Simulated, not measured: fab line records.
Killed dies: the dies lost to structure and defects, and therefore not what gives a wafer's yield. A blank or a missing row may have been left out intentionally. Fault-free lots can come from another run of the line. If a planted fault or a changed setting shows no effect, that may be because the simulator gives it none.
Split-lot experiment ; flow n5-finfet ; on a route of 1938 steps: 7 lots, 21 wafers read

THE SPLIT
At N5_BEOL_M6_EXPOSE_25 (exposes mask V5, target cd 40 nm), the setting dose-mj was moved away from the recipe's 45 on 9 of the 21 wafers read, by -7.2% to +4.2%. For the rest of the wafers, this setting stayed at what the recipe calls for.

FROM THE SPLIT TO THE READING: what the file shows between them, 2 steps
- N5_BEOL_M6_PEB_26: peb time 60 s
- N5_BEOL_M6_DEVELOP_27: develop time 30 s

THE READING
cd-nm at N5_BEOL_M6_CD_MEAS_28, given in nm (cd target 40 nm). Typical for fault-free wafers on this fab line: 40.06 nm, with standard deviation 0.26 nm.

wafer;tool, chamber at the split;dose-mj as run;against the recipe;cd-nm, nm;against lot-mates on the recipe
L077.2;euv-scanner-01, 0;45;recipe;40.07;-
L077.4;euv-scanner-01, 0;45;recipe;40.04;-
L077.5;euv-scanner-01, 0;46.35;+3.0%;40.49;+0.44
L078.1;euv-scanner-01, 0;41.79;-7.1%;38.11;-1.76
L078.2;euv-scanner-01, 0;41.79;-7.1%;37.97;-1.90
L078.3;euv-scanner-01, 0;45;recipe;39.87;-
L079.2;euv-scanner-02, 0;45;recipe;40.22;-
L079.3;euv-scanner-02, 0;45;recipe;39.77;-
L079.6;euv-scanner-02, 0;45;recipe;40.05;-
L081.3;euv-scanner-01, 0;45;recipe;40.21;-
L081.5;euv-scanner-01, 0;46.88;+4.2%;40.89;+0.68
L081.6;euv-scanner-01, 0;46.88;+4.2%;41.11;+0.90
L093.1;euv-scanner-02, 0;45;recipe;39.91;-
L093.3;euv-scanner-02, 0;41.76;-7.2%;38.49;-1.42
L093.5;euv-scanner-02, 0;41.76;-7.2%;38.33;-1.58
L095.1;euv-scanner-01, 0;45;recipe;40.46;-
L095.2;euv-scanner-01, 0;45;recipe;40.02;-
L095.5;euv-scanner-01, 0;45;recipe;39.89;-
L096.1;euv-scanner-01, 0;45;recipe;40.42;-
L096.2;euv-scanner-01, 0;43.47;-3.4%;39.66;-0.76
L096.5;euv-scanner-01, 0;43.47;-3.4%;40.00;-0.42

THE FIT
A straight line over all 21 wafers: cd-nm changes by +0.234 nm for each +1% of dose-mj; r = +0.95; the points scatter about the line by 0.29 nm.
The same after taking each lot's own level away (the mean of its wafers on the recipe; 21 wafers): +0.216 nm for each +1%; r = +0.97; scatter 0.19 nm.
That fit puts the effect of the largest move of dose-mj on the reading at 1.6 nm.
Across the lots, their own levels run from 39.870 to 40.420 nm, a range of 2.1 times the standard deviation given above.
Hence the lot-to-lot level has little effect on the slope; both slopes agree.
Check: with one of the wafers moved furthest among these (-7.2%) left out of the fit, the line predicts -1.63 nm for it against its lot-mates. Against them it came out at -1.42 nm.

OTHER SPLITS ON THESE WAFERS
Note: prior to the reading, these wafers also went through further splits. Each is held against what the fit with the lots' levels taken away leaves over:
other split on the same wafers;wafers away from the commonest value;r with cd-nm (lot level and that fit taken away)
N5_BEOL_M5_COAT_66 spin-rpm;5;+0.16
N5_BEOL_M6_COAT_22 spin-rpm;10;-0.04

THE WHOLE CHAIN: every reading that the file lists as answering this split, in the file's order
step;what it does;reading;change (the file's fit);r (the file's)
N5_BEOL_M6_CD_MEAS_28;target cd 40 nm;cd-nm;+0.217 nm for each +1% of the setting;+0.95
N5_BEOL_M6_DESCUM_33;chemistry O2, time 7 s;BEOL_M6.cd-nm (the simulator's own value, which no gauge read);+0.253 nm for each +1% of the setting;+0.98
N5_BEOL_M6_ETCH_72;etches underlayer in N2/H2, target depth 6.5 nm, time 5.2 s;BEOL_M6.cd-nm (the simulator's own value, which no gauge read);+0.236 nm for each +1% of the setting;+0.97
N5_BEOL_M6_ETCH_66;etches SOC in N2/H2, target depth 80 nm, overetch 16 nm, time 120 s;BEOL_M6.cd-nm (the simulator's own value, which no gauge read);+0.23 nm for each +1% of the setting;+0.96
N5_BEOL_M6_VIA_ETCH_34;etches SiCOH lowk in C4F6/O2, target depth 126.3 nm, time 50.9 s;BEOL_M6.cd-nm (the simulator's own value, which no gauge read);+0.224 nm for each +1% of the setting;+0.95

THE FILE'S OWN FIT
cd-nm changes by +0.217 nm for each +1% of dose-mj, r = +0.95.
